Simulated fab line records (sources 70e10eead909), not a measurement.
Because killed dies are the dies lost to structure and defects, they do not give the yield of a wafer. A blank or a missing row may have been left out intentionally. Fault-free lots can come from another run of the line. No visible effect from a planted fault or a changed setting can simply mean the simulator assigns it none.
The tool behind it: which one?    flow nandHarc    11 lots, 33 wafers sampled, at 6 steps of a route of 1302

== WHAT THE GAUGES READ, wafer by wafer ==
NHARC_P_ZERO_WELL_CD_MEAS_37: the cd target is 720 nm.
lot   measured     on        cdNm (nm)
L597  day 2 10:14  cdSem-02  723.1 720.2 720.0
L599  day 3 06:10  cdSem-01  718.3 719.5 720.1
L601  day 4 02:02  cdSem-01  720.5 719.6 721.9
L602  day 4 12:01  cdSem-03  720.9 720.0 718.7
L603  day 4 22:07  cdSem-03  719.6 719.9 720.9
L607  day 6 14:00  cdSem-01  719.0 718.7 719.3
L608  day 7 03:19  cdSem-02  718.9 719.9 721.8
L610  day 7 20:13  cdSem-02  718.5 716.9 716.5
L611  day 8 05:55  cdSem-01  - - -
L613  day 9 02:01  cdSem-01  721.5 719.2 720.9
L614  day 9 12:06  cdSem-02  721.8 723.5 717.0

NHARC_P_ZERO_WELL_INSPECT_43.
lot   measured     on                rawDefectCount
L597  day 2 13:36  defectInspect-01  9 8 11
L599  day 3 09:51  defectInspect-01  25 21 13
L601  day 4 05:30  defectInspect-01  12 6 4
L602  day 4 15:32  defectInspect-02  12 11 8
L603  day 5 01:35  defectInspect-01  23 10 11
L607  day 6 17:27  defectInspect-02  14 7 10
L608  day 7 06:49  defectInspect-02  12 9 5
L610  day 7 23:48  defectInspect-02  5 9 23
L611  day 8 09:29  defectInspect-02  22 11 14
L613  day 9 05:21  defectInspect-01  5 4 14
L614  day 9 15:34  defectInspect-02  23 15 18

NHARC_END_SORT_01.
lot   measured      on         killedAtArray  killedAtOther  killedAtPeriphery  killedDies   killedOpen  killedShort
L597  day 24 09:34  prober-02  22 17 20       1 0 0          0 2 3              23 19 23     2 2 2       2 3 3
L601  day 26 09:52  prober-01  64 79 78       0 0 0          3 4 0              67 83 78     2 1 1       2 1 1
L607  day 29 03:18  prober-02  43 36 28       0 0 0          1 1 2              44 37 30     2 6 3       1 2 1
L608  day 29 17:34  prober-02  45 43 56       0 2 3          4 4 5              49 49 64     0 4 5       3 3 4
L610  day 30 04:29  prober-01  103 84 89      0 1 1          6 4 6              109 89 96    8 4 2       3 1 3
L611  day 30 05:18  prober-02  48 69 42       0 1 0          629 607 635        677 677 677  0 6 1       2 6 1
L613  day 31 18:07  prober-01  62 71 60       0 0 0          5 3 1              67 74 61     1 4 4       1 0 3

== WHICH TOOL RAN EACH LOT (tool, then ch and the chambers of the sampled wafers, then the start) ==
lot   NHARC_P_ZERO_WELL_DESCUM_26       NHARC_P_ZERO_WELL_EXPOSE_34      NHARC_P_ZERO_WELL_DESCUM_39
L597  rieDiel-13 ch 2,3, day 2 08:45    krfScanner-04 ch 0, day 2 10:05  rieDiel-02 ch 1,3, day 2 10:23
L599  rieDiel-04 ch 1,2,3, day 3 04:42  krfScanner-01 ch 0, day 3 06:01  rieDiel-02 ch 0,1,2, day 3 06:22
L601  rieDiel-04 ch 1,2,3, day 4 00:41  krfScanner-02 ch 0, day 4 01:52  rieDiel-13 ch 1,3, day 4 02:11
L602  rieDiel-13 ch 1,2, day 4 10:40    krfScanner-02 ch 0, day 4 11:52  rieDiel-02 ch 0,1,3, day 4 12:13
L603  rieDiel-02 ch 1,3, day 4 20:46    krfScanner-02 ch 0, day 4 21:58  rieDiel-04 ch 0,3, day 4 22:17
L607  rieDiel-04 ch 1,2,3, day 6 12:37  krfScanner-01 ch 0, day 6 13:50  rieDiel-04 ch 1,2, day 6 14:09
L608  rieDiel-04 ch 0,1, day 7 01:55    krfScanner-01 ch 0, day 7 03:10  rieDiel-13 ch 0,2,3, day 7 03:31
L610  rieDiel-02 ch 0,1,3, day 7 18:44  krfScanner-01 ch 0, day 7 20:04  rieDiel-13 ch 0,1,2, day 7 20:23
L611  rieDiel-02 ch 0,1,3, day 8 04:35  krfScanner-01 ch 0, day 8 05:46  rieDiel-13 ch 0,1,3, day 8 06:10
L613  rieDiel-13 ch 0,1,2, day 9 00:40  krfScanner-02 ch 0, day 9 01:51  rieDiel-13 ch 1,2, day 9 02:11
L614  rieDiel-13 ch 1,2,3, day 9 10:44  krfScanner-02 ch 0, day 9 11:56  rieDiel-04 ch 0,1,2, day 9 12:16
- NHARC_P_ZERO_WELL_DESCUM_26: chemistry O2, time 3 s.
- NHARC_P_ZERO_WELL_EXPOSE_34: exposes mask P PWELL, target cd 720 nm.
- NHARC_P_ZERO_WELL_DESCUM_39: chemistry O2, time 3 s.

== AS READ BY THE TOOLS THEMSELVES (means over the sampled wafers that have a number; for cases with no such wafer, the mark the record gives instead) ==
NHARC_P_ZERO_WELL_DESCUM_26.
lot   tool        drypumpMotorCurrentA (A)  oesProductAu (a.u.)  rfVppV (V)  showerheadPlenumPTorr (Torr)  throttleValvePct (%)
L597  rieDiel-13  5.3                       0.987                57.7        1.89                          11.314
L599  rieDiel-04  5.5                       0.999                58.8        2.00                          11.320
L601  rieDiel-04  5.5                       0.999                58.0        2.00                          11.320
L602  rieDiel-13  5.4                       1.004                56.8        1.82                          11.320
L603  rieDiel-02  6.6                       1.010                57.8        1.86                          11.313
L607  rieDiel-04  5.5                       1.002                58.6        2.00                          11.310
L608  rieDiel-04  5.9                       1.007                58.1        2.00                          11.307
L610  rieDiel-02  6.7                       1.009                57.3        1.84                          11.313
L611  rieDiel-02  6.7                       1.009                57.7        1.84                          11.316
L613  rieDiel-13  5.6                       1.009                58.8        1.95                          11.319
L614  rieDiel-13  5.8                       1.017                57.3        1.94                          11.311

NHARC_P_ZERO_WELL_EXPOSE_34.
lot   tool           exposureDoseMJCm2
L597  krfScanner-04  22.322
L599  krfScanner-01  22.297
L601  krfScanner-02  22.281
L602  krfScanner-02  22.287
L603  krfScanner-02  22.303
L607  krfScanner-01  22.329
L608  krfScanner-01  22.287
L610  krfScanner-01  22.324
L611  krfScanner-01  22.314
L613  krfScanner-02  22.291
L614  krfScanner-02  22.308

NHARC_P_ZERO_WELL_DESCUM_39.
lot   tool        drypumpMotorCurrentA (A)  oesProductAu (a.u.)  rfVppV (V)  showerheadPlenumPTorr (Torr)  throttleValvePct (%)
L597  rieDiel-02  6.7                       1.022                57.5        1.91                          11.306
L599  rieDiel-02  6.4                       1.014                56.8        1.89                          11.307
L601  rieDiel-13  6.2                       0.995                57.4        1.88                          11.308
L602  rieDiel-02  6.6                       1.006                57.8        1.85                          11.311
L603  rieDiel-04  5.8                       0.995                58.4        2.01                          11.300
L607  rieDiel-04  5.6                       1.011                58.4        1.99                          11.307
L608  rieDiel-13  5.4                       0.995                57.7        1.90                          11.312
L610  rieDiel-13  5.6                       1.007                58.2        1.84                          11.316
L611  rieDiel-13  5.9                       1.006                57.9        1.98                          11.305
L613  rieDiel-13  6.0                       1.018                58.1        1.99                          11.313
L614  rieDiel-04  5.6                       0.999                58.3        1.98                          11.302

== THE ANSWER, worked out from the rows above alone ==
Rule: what is usual is taken from the lots themselves. The widest of any qualifying gaps counts: lots, ordered by their means at a reading, are off when they make up no more than a third of the lots, leave a main group of 4 or more, and stand apart from it by 3 or more times the standard deviation of that group's means. The tables above print the reading to a certain number of digits; a main group whose means all agree to those digits is not used. A lot without any number at a reading at which 4 lots or more have one is off too. Any other lot the step has rows for is counted as sound. The gauges are gone through in route order, then the tools' own readings, and for those a lot's mean is taken as printed above. The first step at which some lot is off is used, and at that step the reading that is off furthest; a lot without a number counts as furthest.
Off at NHARC_P_ZERO_WELL_CD_MEAS_37 (cdNm): L611. Without a number there: L611. Mean 719.9 nm and standard deviation 1.1 in the main group.
If a tool, at a process step before that reading, ran all the lots that are off and no sound lot after the first of them, it fits. The gauges at NHARC_P_ZERO_WELL_CD_MEAS_37 aren't tried: what is off there is off at NHARC_END_SORT_01 too, on other tools, and a gauge's error can't cause that. Undecided on this evidence; 2 tools fit (rieDiel-02 at NHARC_P_ZERO_WELL_DESCUM_26, krfScanner-01 at NHARC_P_ZERO_WELL_EXPOSE_34).

== WHAT WAS PUT IN BY THE SIMULATOR ==
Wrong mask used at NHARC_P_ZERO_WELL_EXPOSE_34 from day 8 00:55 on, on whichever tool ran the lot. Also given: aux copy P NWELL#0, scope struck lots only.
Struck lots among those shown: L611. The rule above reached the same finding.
